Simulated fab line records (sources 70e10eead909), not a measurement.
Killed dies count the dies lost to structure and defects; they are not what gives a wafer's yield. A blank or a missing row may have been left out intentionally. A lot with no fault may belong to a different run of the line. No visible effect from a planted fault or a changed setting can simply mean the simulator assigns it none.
Chamber matching | flow nand harc | NHARC_P_CONTACT_CMP_24 on cmp-01 has 4 sister chambers
The step polishes, t overpolish 30 s, target thk 200 nm. 24 wafers are shown with their chamber, then 12 later ones without.

## EACH WAFER AND ITS CHAMBER
wafer  | chamber | motor current A (A) | time to endpoint s (s) | overpolish run s (s)
L074.1 | 2       | 13.1                | 39                     | 29.993
L074.5 | 0       | 11.8                | 45                     | 29.992
L074.6 | 3       | 12.5                | 41                     | 29.987
L076.4 | 3       | 13.1                | 44                     | 30.003
L076.5 | 3       | 12.5                | 44                     | 29.977
L076.6 | 2       | 12.8                | 43                     | 29.988
L075.1 | 0       | 12.2                | 47                     | 30.006
L075.3 | 2       | 13.6                | 46                     | 29.993
L075.6 | 2       | 13.3                | 46                     | 30.003
L077.1 | 2       | 13.6                | 43                     | 30.008
L077.4 | 0       | 11.5                | 45                     | 29.986
L077.6 | 0       | 11.7                | 43                     | 29.982
L080.1 | 3       | 12.7                | 44                     | 29.998
L080.3 | 1       | 11.8                | 37                     | 30.003
L080.5 | 3       | 13.0                | 43                     | 30.002
L081.2 | 2       | 12.5                | 43                     | 29.991
L081.3 | 0       | 11.5                | 44                     | 30.016
L081.6 | 3       | 12.3                | 43                     | 29.993
L083.1 | 2       | 12.1                | 43                     | 30.011
L083.2 | 1       | 12.2                | 41                     | 30.013
L083.6 | 1       | 12.0                | 40                     | 29.993
L088.2 | 1       | 11.6                | 37                     | 30.000
L088.3 | 0       | 11.5                | 42                     | 30.000
L088.6 | 2       | 13.2                | 40                     | 30.013

SIGNATURES, as means of the wafers listed above
reading            | chamber 0 | chamber 1 | chamber 2 | chamber 3 | scatter within a chamber
motor current A    | 11.700    | 11.900    | 13.025    | 12.683    | 0.389
time to endpoint s | 44.33     | 38.75     | 42.88     | 43.17     | 1.97
overpolish run s   | 29.99700  | 30.00225  | 30.00000  | 29.99333  | 0.0105
Rule: a wafer lies at a distance from a chamber equal to the root of the sum of squares, over the readings, of (its reading less the chamber's mean, divided by the reading's scatter). If the next closest chamber is less than 2 further off than the closest, the wafer can't be placed; otherwise it belongs to the closest. The scatter: the root of (the sum of the squares of (reading less its chamber's mean) over the shown wafers, divided by (wafers less chambers)).

## WAFERS WITHOUT THEIR CHAMBER
wafer  | motor current A (A) | time to endpoint s (s) | overpolish run s (s)
L086.1 | 12.6                | 41                     | 30.008
L086.2 | 11.2                | 42                     | 30.001
L086.5 | 13.4                | 38                     | 30.004
L092.3 | 11.3                | 40                     | 29.991
L092.4 | 11.8                | 43                     | 29.987
L092.6 | 12.4                | 46                     | 29.998
L096.1 | 13.4                | 37                     | 30.004
L096.2 | 13.5                | 42                     | 29.997
L096.6 | 12.8                | 35                     | 30.006
L097.3 | 12.2                | 40                     | 29.992
L097.4 | 12.3                | 35                     | 29.992
L097.6 | 12.9                | 39                     | 29.998

## WHICH CHAMBER EACH ONE RAN IN
wafer  | from the rows above               | in truth
L086.1 | can't be placed: 2 or 3 or 1 or 0 | 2
L086.2 | can't be placed: 0 or 1           | 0
L086.5 | can't be placed: 2 or 3 or 1      | 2
L092.3 | can't be placed: 1 or 0 or 3      | 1
L092.4 | can't be placed: 0 or 3 or 1      | 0
L092.6 | can't be placed: 3 or 0 or 2      | 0
L096.1 | can't be placed: 2 or 3 or 1      | 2
L096.2 | can't be placed: 2 or 3           | 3
L096.6 | can't be placed: 1 or 2 or 3      | 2
L097.3 | can't be placed: 1 or 3 or 0 or 2 | 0
L097.4 | can't be placed: 1 or 3           | 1
L097.6 | can't be placed: 2 or 3 or 1      | 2
Correctly placed: 0 of 12. Cannot be placed on the basis of these rows: 12; the candidates contain the true chamber in 12. Wrongly placed: 0.
